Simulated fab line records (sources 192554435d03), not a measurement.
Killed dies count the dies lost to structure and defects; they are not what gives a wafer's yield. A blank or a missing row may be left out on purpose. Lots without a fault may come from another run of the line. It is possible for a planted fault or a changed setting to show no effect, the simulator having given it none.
A single fault, viewed from 3 desks | flow n5 finfet | what lay behind the numbers comes last; until then each desk has only its own

## THE DEFECT DESK
For each lot, the counts of the inspections along the route, averaged over the sampled wafers that have a number. If a lot's mean is further than 4 standard deviations from the usual mean, the lot is out of limits and carries the mark OUT (the distance appears in the brackets).
Columns: A = raw defect count at N5_BEOL_M0_SAQP_INSPECT_42, usual 276
lot  | first seen here | A
L194 | day 6 19:40     | 248
L195 | day 7 06:46     | 355
L198 | day 8 00:16     | 202
L200 | day 8 08:24     | 278
L207 | day 10 03:19    | 393
L209 | day 10 13:01    | 275
This desk found nothing out of limits on any of the 6 lots.

## TOOL OWNER'S DESK, rie diel-03
The tool's own readings at N5_BEOL_M0_SAQP_ETCH_73 (etches SiARC in CF4, target depth 19.5 nm, time 32.5 s): means of the sampled wafers that have a number, for each lot that ran on this tool. If a lot's mean is further than 4 standard deviations from the usual mean, the lot is out of limits and carries the mark OUT (the distance appears in the brackets).
Columns: A = drypump motor current A at N5_BEOL_M0_SAQP_ETCH_73, usual 5.7 A; B = etch rf on time s at N5_BEOL_M0_SAQP_ETCH_73, usual 32.6 s; C = oes product au at N5_BEOL_M0_SAQP_ETCH_73, usual 0.67 a.u.; D = rf fwd power W at N5_BEOL_M0_SAQP_ETCH_73, usual 533.0 W; E = rf vpp V at N5_BEOL_M0_SAQP_ETCH_73, usual 184.2 V; F = showerhead plenum p Torr at N5_BEOL_M0_SAQP_ETCH_73, usual 2.16 Torr; G = throttle valve pct at N5_BEOL_M0_SAQP_ETCH_73, usual 15.61 %
lot  | first seen here | A   | B    | C    | D     | E     | F    | G
L195 | day 7 06:51     | 5.4 | 32.8 | 0.66 | 533.4 | 184.7 | 2.20 | 15.66
L198 | day 8 00:32     | 5.9 | 35.5 | 0.64 | 532.3 | 184.1 | 2.18 | 15.60
L200 | day 8 08:38     | 6.3 | 36.0 | 0.65 | 533.7 | 184.0 | 2.16 | 15.62
This desk found nothing out of limits on any of the 3 lots.

## FROM THE METROLOGY DESK
What the gauges read for every lot (on any tool): the sampled wafers with a number, averaged. If a lot's mean is further than 4 standard deviations from the usual mean, the lot is out of limits and carries the mark OUT (the distance appears in the brackets). Only the readings that lie furthest out on some lot appear, 7 of the 12 it has.
Columns: A = cd nm at N5_BEOL_M0_SAQP_CD_MEAS_40, usual 29.97 nm; B = M0_CUT1_OVL at N5_BEOL_M0_SAQP_OVL_MEAS_41, usual -0.1 nm; C = IOFF_N at N5_BEOL_M4_RC_MEAS_101, usual 0.17 nA/um; D = ION_N at N5_BEOL_M4_RC_MEAS_101, usual 674 uA/um; E = ION_P at N5_BEOL_M4_RC_MEAS_101, usual 462 uA/um; F = VT_N at N5_BEOL_M4_RC_MEAS_101, usual 250 mV; G = VT_P at N5_BEOL_M4_RC_MEAS_101, usual -250 mV
lot  | first seen here | A     | B    | C    | D   | E   | F   | G
L194 | day 6 19:34     | 30.16 | -0.4 | 0.19 | 670 | 455 | 247 | -252
L195 | day 7 06:41     | 30.00 | 0.9  | 0.14 | 673 | 460 | 255 | -253
L198 | day 8 00:11     | 29.73 | 0.3  | 0.18 | 692 | 468 | 249 | -249
L200 | day 8 08:19     | 29.70 | -1.1 | 0.17 | 675 | 460 | 251 | -254
L207 | day 10 03:13    | 29.96 | -0.4 | 0.19 | 677 | 458 | 248 | -250
L209 | day 10 12:56    | 29.90 | -0.5 | 0.22 | 692 | 472 | 246 | -247
This desk found nothing out of limits on any of the 6 lots.

## TAKEN TOGETHER
The defect desk saw nothing out of limits.
The desk of the tool owner found nothing out of limits.
From the metrology desk's view, nothing was out of limits.

## WHAT THE SIMULATOR HAD INSERTED
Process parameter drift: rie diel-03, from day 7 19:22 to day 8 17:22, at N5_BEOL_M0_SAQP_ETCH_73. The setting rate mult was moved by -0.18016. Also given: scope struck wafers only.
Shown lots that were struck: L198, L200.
